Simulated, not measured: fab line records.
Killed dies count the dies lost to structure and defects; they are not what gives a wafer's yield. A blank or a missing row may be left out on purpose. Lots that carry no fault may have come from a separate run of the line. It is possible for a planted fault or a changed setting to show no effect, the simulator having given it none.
Struck lot and sound lot, side by side ; flow n5 finfet ; 36 out of 1938 route steps
Sound: wafers L462.3, L462.5, L462.6. Struck: wafers L451.2, L451.5, L451.6. The cause comes at the end.
Order at every step that has rows: each side's tool, ch and its chambers, its first start. Under that, the readings that differ: sound wafers ; struck wafers ; difference of the means ; sigmas: that difference in standard deviations of wafers without a fault.
alike: same words and numbers on both sides, and readings whose means sit less than 2 such deviations apart. not compared: any withheld reading, any reading some wafer has no value for, any bound like >300 that may hide the same value, and any number with overlapping values for which the record gives no deviation.
The two part at a step that has a row with sigmas, a row that says differs or no value, or rows on one side only. Numbers that have no deviation but don't overlap get no sigmas and don't part them. A reading missing from all wafers of one side parts the sides only when that side holds two or more wafers.

first, 9 steps without rows for these wafers: N5_PMOS_HMC_CHANNEL_EPI_HM_DEP_34 (deposits SiO2 from TEOS/O2, target thk 36 nm, time 6.9 s); N5_PMOS_HMC_CHANNEL_EPI_COAT_31 (time 60 s, resist thk 66 nm); N5_PMOS_HMC_CHANNEL_EPI_COAT_03 (resist thk 205 nm); N5_PMOS_HMC_CHANNEL_EPI_EBR_05; N5_PMOS_HMC_CHANNEL_EPI_SOFTBAKE_04 (time 60 s); N5_PMOS_HMC_CHANNEL_EPI_EXPOSE_06 (exposes mask PMOS HMC BLK, target cd 240 nm); N5_PMOS_HMC_CHANNEL_EPI_PEB_07 (peb time 60 s); N5_PMOS_HMC_CHANNEL_EPI_DEVELOP_08 (develop time 30 s); N5_PMOS_HMC_CHANNEL_EPI_DESCUM_14 (chemistry O2, time 7.9 s).
N5_PMOS_HMC_CHANNEL_EPI_ETCH_32: etches BARC in N2/H2, stops on SiO2, target depth 85.8 nm, time 50.3 s.
  sound on rie diel-02 ch 1,2,3, day 6 18:05; struck on rie diel-04 ch 0,1,3, day 3 23:45
  alike: drypump motor current A, oes product au, rf vpp V, showerhead plenum p Torr, throttle valve pct
  not compared: rf hours counter h
then, 25 steps without rows for these wafers: N5_PMOS_HMC_CHANNEL_EPI_HM_OPEN_15 (chemistry CHF3/O2, target SiO2, target depth 40.6 nm, time 20.3 s); N5_PMOS_HMC_CHANNEL_EPI_STRIP_33 (strips in N2/H2); N5_PMOS_HMC_CHANNEL_EPI_STRIP_17 (strips in SPM, time 750 s); N5_PMOS_HMC_CHANNEL_EPI_ETCH_38 (etches SiO2 in CF4, target depth 1.5 nm); N5_PMOS_HMC_CHANNEL_EPI_FIN_RECESS_16 (chemistry HBr/Cl2, target Si, target depth 54 nm, time 18 s); N5_PMOS_HMC_CHANNEL_EPI_PRECLEAN_36 (cleans in O3/DIW, time 45 s); N5_PMOS_HMC_CHANNEL_EPI_PRECLEAN_18 (cleans in DHF, time 30 s); N5_PMOS_HMC_CHANNEL_EPI_SRD_19 (time 30 s); N5_PMOS_HMC_CHANNEL_EPI_EPI_20 (deposits SiGe30, target thk 59 nm); N5_PMOS_HMC_CHANNEL_EPI_HM_STRIP_35 (strips SiO2 in dHF, material SiO2, target depth 39.6 nm, time 216 s); N5_PMOS_HMC_CHANNEL_EPI_SRD_39 (time 30 s); N5_PMOS_HMC_CHANNEL_EPI_CMP_21 (polishes SiGe30, target thk 54 nm); N5_PMOS_HMC_CHANNEL_EPI_PRECLEAN_40 (cleans in DHF, time 30 s); N5_PMOS_HMC_CHANNEL_EPI_PRECLEAN_37 (cleans in O3/DIW, time 45 s); N5_PMOS_HMC_CHANNEL_EPI_PRECLEAN_24 (cleans in DHF, time 30 s); N5_PMOS_HMC_CHANNEL_EPI_SRD_25 (time 30 s); N5_PMOS_HMC_CHANNEL_EPI_EPI_26 (deposits Si from SiH4/H2, target thk 3.8 nm, time 22.7 s); N5_FIN_SAQP_PRECLEAN_42 (cleans in O3/DIW, time 60 s); N5_FIN_SAQP_PRECLEAN_00 (cleans in SC1, time 60 s); N5_FIN_SAQP_PRECLEAN_44 (cleans in SC2, time 45 s); N5_FIN_SAQP_SRD_01 (time 30 s); N5_FIN_SAQP_ALD_61 (deposits SiO2, target thk 4 nm, pulse time 1 s, purge time 2 s); N5_FIN_SAQP_DENSIFY_62 (time 60 s); N5_FIN_SAQP_HM_DEP_03 (deposits SiNx from SiH4/NH3/N2, target thk 38 nm, time 33.6 s); N5_FIN_SAQP_PECVD_47 (deposits a-Si from SiH4/He, target thk 45 nm, time 36.3 s).
-- a jump in the record: the struck wafers' starts before and after are 10 days apart (it breaks off in module FIN_SAQP and resumes in module PASSIVATION, where the first step shown is number 1936 of the route) --
N5_PASSIVATION_PROBE_49:
  sound on prober-01 at day 17 23:47; struck on prober-01 at day 14 04:00
reading;sound;struck;difference;sigmas
defect limited yield (%);92.5 88.5 91.4;88.3 81.6 82.4;-6.7;-5
killed at front end;33 35 42;81 172 170;+104;+9
killed dies;89 136 102;138 217 208;+79;+5
sort_bin_5_function (%);5.1 6.7 5.5;6.5 12.0 11.7;+4.3;+5
sort n pass;1091 1044 1078;1042 963 972;-79;-5
sort yield pct (%);92.5 88.5 91.4;88.3 81.6 82.4;-6.7;-5
  alike: killed_at_M0_to_M3, killed_at_M4_up, killed at contacts, killed at other, killed open, killed short, sort_bin_6_memory

== WHERE THEY PART ==
Within this record, at N5_PASSIVATION_PROBE_49 only.

WHY: the cause the simulator had injected
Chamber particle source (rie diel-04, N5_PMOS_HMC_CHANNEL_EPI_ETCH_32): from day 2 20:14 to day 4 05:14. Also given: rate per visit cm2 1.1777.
